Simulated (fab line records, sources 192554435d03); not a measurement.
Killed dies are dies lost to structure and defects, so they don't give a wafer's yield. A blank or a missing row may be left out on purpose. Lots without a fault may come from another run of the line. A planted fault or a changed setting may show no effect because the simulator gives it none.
A struck lot beside a sound one | flow n5_finfet | 28 steps out of a route of 1938
Sound: wafers L505.2, L505.3, L505.5. Struck: wafers L498.2, L498.3, L498.6. The cause comes at the end.
At each step with rows: each side's tool, then ch and its chambers, then its first start. Under that, the readings that differ: sound wafers | struck wafers | difference of the means | sigmas: that difference in standard deviations of wafers without a fault.
alike: readings whose means differ by less than 2 such deviations, and words and numbers that are the same on both sides. not compared: withheld readings, readings that some wafer has no value for, bounds like >300 that may hide the same value, and numbers for which the record gives no deviation and whose values overlap.
The two part at a step that has a row with sigmas, a row that says differs or no value, or rows on one side only. Numbers that don't overlap but have no deviation are shown without sigmas and don't part them. A reading that every wafer of one side lacks parts them only if that side has two wafers or more.

first, 9 steps without rows for these wafers: N5_BEOL_M0_SAQP_EXPOSE_37 (exposes mask M0 CUT1, target cd 30 nm); N5_BEOL_M0_SAQP_PEB_38 (peb time 60 s); N5_BEOL_M0_SAQP_DEVELOP_39 (develop time 30 s); N5_BEOL_M0_SAQP_DESCUM_45 (chemistry O2, time 7 s); N5_BEOL_M0_SAQP_ETCH_88 (etches underlayer in N2/H2, target depth 6.5 nm, time 5.2 s); N5_BEOL_M0_SAQP_ETCH_73 (etches SiARC in CF4, target depth 19.5 nm, time 32.5 s); N5_BEOL_M0_SAQP_CUT_ETCH_46 (etches SOC in N2/H2, target depth 135 nm, overetch 27 nm, time 202.5 s); N5_BEOL_M0_SAQP_STRIP_74 (strips in N2/H2); N5_BEOL_M0_SAQP_STRIP_89 (strips in N2/H2).
N5_BEOL_M0_SAQP_ALD_48: deposits SiO2, target thk 20 nm, pulse time 1 s, co reactant pulse time 1 s.
  sound on ald_sin-01 ch 0,2,3, day 9 14:45; struck on ald_sin-03 ch 1,2, day 7 12:56
  reading                                       | sound              | struck      | difference                    | sigmas
  ald_cycles                                    | 139 139 139        | 125 125 125 | -14                           |
  susceptor_temp_C (C)                          | 99.90 99.94 100.13 | - - -       | no value on the struck wafers |
  model.SiO2_of_BEOL_M0_SAQP_ALD_48.thk_nm (nm) | 20.2 20 20         | 18 18 18.2  | -2                            |
  alike: heater_power_w, precursor_pulse_height_rel
then, 15 steps without rows for these wafers: N5_BEOL_M0_SAQP_ETCH_49 (etches SiO2 in CF4/O2, target depth 37 nm); N5_BEOL_M0_SAQP_STRIP_75 (strips in CF4); N5_BEOL_M0_CUTY_COAT_50 (time 60 s, resist thk 15 nm); N5_BEOL_M0_CUTY_COAT_51 (resist thk 150 nm); N5_BEOL_M0_CUTY_EBR_52; N5_BEOL_M0_CUTY_SOFTBAKE_53 (time 60 s); N5_BEOL_M0_CUTY_EXPOSE_54 (exposes mask M0 ABLK); N5_BEOL_M0_CUTY_PEB_55 (peb time 60 s); N5_BEOL_M0_CUTY_DEVELOP_56 (develop time 30 s); N5_BEOL_M0_CUTY_DESCUM_61 (chemistry O2, time 7.9 s); N5_BEOL_M0_CUTY_ETCH_62 (etches SiARC in CF4, time 58.5 s); N5_BEOL_M0_CUTY_ETCH_63 (etches SOC in N2/H2, target depth 82.7 nm, overetch 16.5 nm, time 124 s); N5_BEOL_M0_CUTY_STRIP_64 (strips in N2/H2); N5_BEOL_M0_ETCH_138 (etches SiCN in CH3F/O2, target depth 12 nm, time 31.6 s); N5_BEOL_M0_HM_OPEN_105 (chemistry Cl2/BCl3, target TiN, target depth 12 nm).
N5_BEOL_M0_STRIP_140: strips in CF4.
  sound on rie_diel-04 ch 0,2,3, day 9 19:34; struck on rie_diel-01 ch 0,1, day 7 14:57
  alike: bias_power_w, drypump_motor_current_A, oes_product_au, rf_vpp_V, showerhead_plenum_p_Torr, throttle_valve_pct
  not compared: rf_hours_counter_h, model.SiO2_of_BEOL_M0_SAQP_ALD_48.thk_nm
then, 1 step without rows for these wafers: N5_BEOL_M0_STRIP_104 (strips in N2/H2).
N5_PASSIVATION_PROBE_49:
  the record has rows for the sound wafers here (prober-02, day 17 13:38) and none for the struck ones

WHERE THEY PART
First at N5_BEOL_M0_SAQP_ALD_48; last, within this record, at N5_PASSIVATION_PROBE_49.

WHY: what the simulator had put in
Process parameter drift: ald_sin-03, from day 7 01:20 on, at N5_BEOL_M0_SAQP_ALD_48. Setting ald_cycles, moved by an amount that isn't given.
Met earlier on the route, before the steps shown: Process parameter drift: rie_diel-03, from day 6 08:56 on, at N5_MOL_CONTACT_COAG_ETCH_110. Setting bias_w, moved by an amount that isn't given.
